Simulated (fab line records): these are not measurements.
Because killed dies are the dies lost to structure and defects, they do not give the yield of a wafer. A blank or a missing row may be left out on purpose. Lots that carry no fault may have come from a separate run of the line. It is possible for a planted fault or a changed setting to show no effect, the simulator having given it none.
Check for tools in common / flow nand harc / Lots sampled 11, wafers sampled 33

## WHY IT WAS OPENED
Flagged at NHARC_A_CHANNEL_HOLE_D1_INSPECT_12: reading raw defect count, on 2 of 11 lots. No-fault wafers: 6.0, standard deviation 2.9.
Rule: a lot is flagged in two cases, either no wafer of it has a number, or all its wafers with numbers fall more than 4 standard deviations from that mean. The other lots count as sound.

lot=L491; measured=day 9 04:23; on=defect inspect-02; raw defect count, wafer by wafer=17 10 8; flag=
lot=L497; measured=day 11 18:14; on=defect inspect-01; raw defect count, wafer by wafer=363 384 391; flag=FLAGGED
lot=L499; measured=day 12 09:10; on=defect inspect-01; raw defect count, wafer by wafer=350 347 354; flag=FLAGGED
lot=L505; measured=day 14 23:40; on=defect inspect-02; raw defect count, wafer by wafer=2 6 4; flag=
lot=L506; measured=day 15 09:05; on=defect inspect-02; raw defect count, wafer by wafer=9 10 1; flag=
lot=L507; measured=day 15 18:23; on=defect inspect-01; raw defect count, wafer by wafer=3 4 6; flag=
lot=L509; measured=day 15 22:48; on=defect inspect-02; raw defect count, wafer by wafer=5 7 4; flag=
lot=L510; measured=day 16 18:47; on=defect inspect-02; raw defect count, wafer by wafer=9 4 7; flag=
lot=L511; measured=day 17 06:38; on=defect inspect-01; raw defect count, wafer by wafer=6 4 9; flag=
lot=L512; measured=day 17 11:36; on=defect inspect-01; raw defect count, wafer by wafer=5 9 2; flag=
lot=L513; measured=day 18 04:55; on=defect inspect-02; raw defect count, wafer by wafer=3 3 10; flag=
Averaged over the flagged lots the numbers come to 364.8, +358.8 from the usual (+99 or more standard deviations).

## WHICH TOOL RAN EACH LOT
The record keeps 1 process step preceding the reading, out of 1302 steps on the route. Cell contents, in order: the tool; ch with the chambers the sampled wafers went through; the start.
lot=L491; flag=; NHARC_A_CHANNEL_HOLE_D1_DEP_01=pecvd-02 ch 1,2, day 9 03:35
lot=L497; flag=FLAGGED; NHARC_A_CHANNEL_HOLE_D1_DEP_01=pecvd-01 ch 1,2, day 11 17:23
lot=L499; flag=FLAGGED; NHARC_A_CHANNEL_HOLE_D1_DEP_01=pecvd-01 ch 0,1, day 12 08:27
lot=L505; flag=; NHARC_A_CHANNEL_HOLE_D1_DEP_01=pecvd-04 ch 0,2, day 14 22:55
lot=L506; flag=; NHARC_A_CHANNEL_HOLE_D1_DEP_01=pecvd-02 ch 1,2, day 15 08:15
lot=L507; flag=; NHARC_A_CHANNEL_HOLE_D1_DEP_01=pecvd-04 ch 0,1, day 15 17:36
lot=L509; flag=; NHARC_A_CHANNEL_HOLE_D1_DEP_01=pecvd-02 ch 1,2, day 15 21:58
lot=L510; flag=; NHARC_A_CHANNEL_HOLE_D1_DEP_01=pecvd-01 ch 1,2, day 16 18:04
lot=L511; flag=; NHARC_A_CHANNEL_HOLE_D1_DEP_01=pecvd-04 ch 0,1,2, day 17 05:49
lot=L512; flag=; NHARC_A_CHANNEL_HOLE_D1_DEP_01=pecvd-02 ch 0,1, day 17 10:46
lot=L513; flag=; NHARC_A_CHANNEL_HOLE_D1_DEP_01=pecvd-04 ch 1,2, day 18 04:13
What the steps here do:
- NHARC_A_CHANNEL_HOLE_D1_DEP_01: deposits SiON, target thk 140 nm.
- NHARC_A_CHANNEL_HOLE_D1_INSPECT_12

## FLAGGED OVER TOTAL, TOOL BY TOOL (the gauges that took the reading come last)
step=NHARC_A_CHANNEL_HOLE_D1_DEP_01; tool=pecvd-01; lots run=3; flagged=2; share of the flagged lots=all; sound lots run after its first flagged lot=1 (L510)
step=NHARC_A_CHANNEL_HOLE_D1_DEP_01; tool=pecvd-02; lots run=4; flagged=0; share of the flagged lots=none; sound lots run after its first flagged lot=-
step=NHARC_A_CHANNEL_HOLE_D1_DEP_01; tool=pecvd-04; lots run=4; flagged=0; share of the flagged lots=none; sound lots run after its first flagged lot=-
step=NHARC_A_CHANNEL_HOLE_D1_INSPECT_12; tool=defect inspect-01; lots run=5; flagged=2; share of the flagged lots=all; sound lots run after its first flagged lot=3 (L507,L511,L512)
step=NHARC_A_CHANNEL_HOLE_D1_INSPECT_12; tool=defect inspect-02; lots run=6; flagged=0; share of the flagged lots=none; sound lots run after its first flagged lot=-

## THE TABLE: WHAT IT ALLOWS
pecvd-01 at NHARC_A_CHANNEL_HOLE_D1_DEP_01 and defect inspect-01 at NHARC_A_CHANNEL_HOLE_D1_INSPECT_12 are the 2 rows of the table that ran each flagged lot.
- pecvd-01 at NHARC_A_CHANNEL_HOLE_D1_DEP_01 ran 3 lots, 2 of them flagged. After the first flagged lot (L510), sound lots still ran on it; a lasting fault on the whole tool would not permit that.
- defect inspect-01 at NHARC_A_CHANNEL_HOLE_D1_INSPECT_12 ran 5 lots, 2 of them flagged. After the first flagged lot (L507, L511, L512), sound lots still ran on it; a lasting fault on the whole tool would not permit that.
There is no row in the table that ran each flagged lot and no sound lot after the first.

## WHAT THE SIMULATOR PUT IN
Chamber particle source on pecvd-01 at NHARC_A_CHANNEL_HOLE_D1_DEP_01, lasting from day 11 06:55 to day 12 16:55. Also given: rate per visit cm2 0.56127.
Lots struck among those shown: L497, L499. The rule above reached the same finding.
